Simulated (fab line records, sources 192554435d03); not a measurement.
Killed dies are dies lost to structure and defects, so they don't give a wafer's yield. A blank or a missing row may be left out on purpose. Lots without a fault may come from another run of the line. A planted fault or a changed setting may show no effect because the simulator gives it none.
A struck lot beside a sound one | flow n5_finfet | 24 steps out of a route of 1938
Sound: wafers L975.2, L975.3, L975.4. Struck: wafers L984.3, L984.5, L984.6. The cause comes at the end.
At each step with rows: each side's tool, then ch and its chambers, then its first start. Under that, the readings that differ: sound wafers | struck wafers | difference of the means | sigmas: that difference in standard deviations of wafers without a fault.
alike: readings whose means differ by less than 2 such deviations, and words and numbers that are the same on both sides. not compared: withheld readings, readings that some wafer has no value for, bounds like >300 that may hide the same value, and numbers for which the record gives no deviation and whose values overlap.
The two part at a step that has a row with sigmas, a row that says differs or no value, or rows on one side only. Numbers that don't overlap but have no deviation are shown without sigmas and don't part them. A reading that every wafer of one side lacks parts them only if that side has two wafers or more.

first, 10 steps without rows for these wafers: N5_BEOL_M5_DESCUM_16 (chemistry O2, time 7 s); N5_BEOL_M5_ETCH_72 (etches underlayer in N2/H2, target depth 6.5 nm, time 5.2 s); N5_BEOL_M5_ETCH_61 (etches SiARC in CF4, target depth 15.6 nm, time 26 s); N5_BEOL_M5_ETCH_62 (etches SOC in N2/H2, target depth 75 nm, overetch 15 nm, time 112.5 s); N5_BEOL_M5_STRIP_63 (strips in N2/H2); N5_BEOL_M5_STRIP_73 (strips in N2/H2); N5_BEOL_M5_STRIP_64 (strips in CF4); N5_BEOL_M5_HM_OPEN_17 (chemistry Cl2/BCl3, target TiN, target depth 20 nm, overetch 6 nm); N5_BEOL_M5_STRIP_19 (strips in O2); N5_BEOL_M5_COAT_65 (time 60 s, resist thk 60 nm).
N5_BEOL_M5_COAT_66: time 60 s, resist thk 12 nm.
  sound on litho_track-02 ch 0, day 10 09:24; struck on litho_track-02 ch 0, day 12 08:00
  reading                                    | sound                | struck               | difference | sigmas
  spin_speed_rpm (rpm)                       | 1499.7 1501.7 1501.7 | 1801.2 1799.1 1801.5 | +299.6     | +99 or more
  model.SiARC_of_BEOL_M5_COAT_66.thk_nm (nm) | 12 12 12             | 11 11 11             | -1         |
then, 9 steps without rows for these wafers: N5_BEOL_M5_COAT_74 (time 60 s, resist thk 5 nm); N5_BEOL_M5_COAT_22 (resist thk 30 nm); N5_BEOL_M5_EBR_24; N5_BEOL_M5_SOFTBAKE_23 (time 60 s); N5_BEOL_M5_EXPOSE_25 (exposes mask V4, defocus 10 nm); N5_BEOL_M5_PEB_26 (peb time 60 s); N5_BEOL_M5_DEVELOP_27 (develop time 30 s); N5_BEOL_M5_DESCUM_33 (chemistry O2, time 7 s); N5_BEOL_M5_ETCH_75 (etches underlayer in N2/H2, target depth 6.5 nm, time 5.2 s).
N5_BEOL_M5_ETCH_67: etches SiARC in CF4, target depth 15.6 nm, time 26 s.
  sound on rie_diel-05 ch 1,2,3, day 10 09:54; struck on rie_diel-05 ch 0,1,3, day 12 08:35
  reading                                      | sound          | struck            | difference | sigmas
  etch_rf_on_time_s (s)                        | 26.5 26.9 26.3 | 24.0 23.8 24.2    | -2.6       | -7
  model.etch.depth_nm (nm)                     | 12.06 12 12    | 10.93 10.95 10.94 | -1.08      |
  model.CAR-EUV_of_BEOL_M5_COAT_22.thk_nm (nm) | 10.8 11 10.8   | 12 11.8 12        | +1         |
  alike: drypump_motor_current_A, oes_product_au, rf_vpp_V, showerhead_plenum_p_Torr, throttle_valve_pct
  not compared: rf_hours_counter_h
N5_BEOL_M5_ETCH_68: etches SOC in N2/H2, target depth 80 nm, overetch 16 nm, time 120 s.
  sound on rie_diel-05 ch 1,2,3, day 10 09:56; struck on rie_diel-05 ch 0,1,3, day 12 08:36
  reading                                    | sound       | struck      | difference | sigmas
  model.SiARC_of_BEOL_M5_COAT_66.thk_nm (nm) | 6.6 6.6 6.4 | 5.4 5.4 5.2 | -1.2       |
  alike: drypump_motor_current_A, oes_product_au, rf_vpp_V, showerhead_plenum_p_Torr, throttle_valve_pct
  not compared: rf_hours_counter_h
then, 1 step without rows for these wafers: N5_BEOL_M5_STRIP_69 (strips in N2/H2).
-- the record jumps here: 4 days lie between the struck wafers' starts before and after (it left off in module BEOL_M5 and takes up again in module PASSIVATION, whose first step shown is number 1936 of the route) --
N5_PASSIVATION_PROBE_49:
  the record has rows for the struck wafers here (prober-01, day 16 13:01) and none for the sound ones

WHERE THEY PART
First at N5_BEOL_M5_COAT_66; last, within this record, at N5_PASSIVATION_PROBE_49.

WHY: what the simulator had put in
Process parameter drift: litho_track-02, from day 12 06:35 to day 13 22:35, at N5_BEOL_M5_COAT_66. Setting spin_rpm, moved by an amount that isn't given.
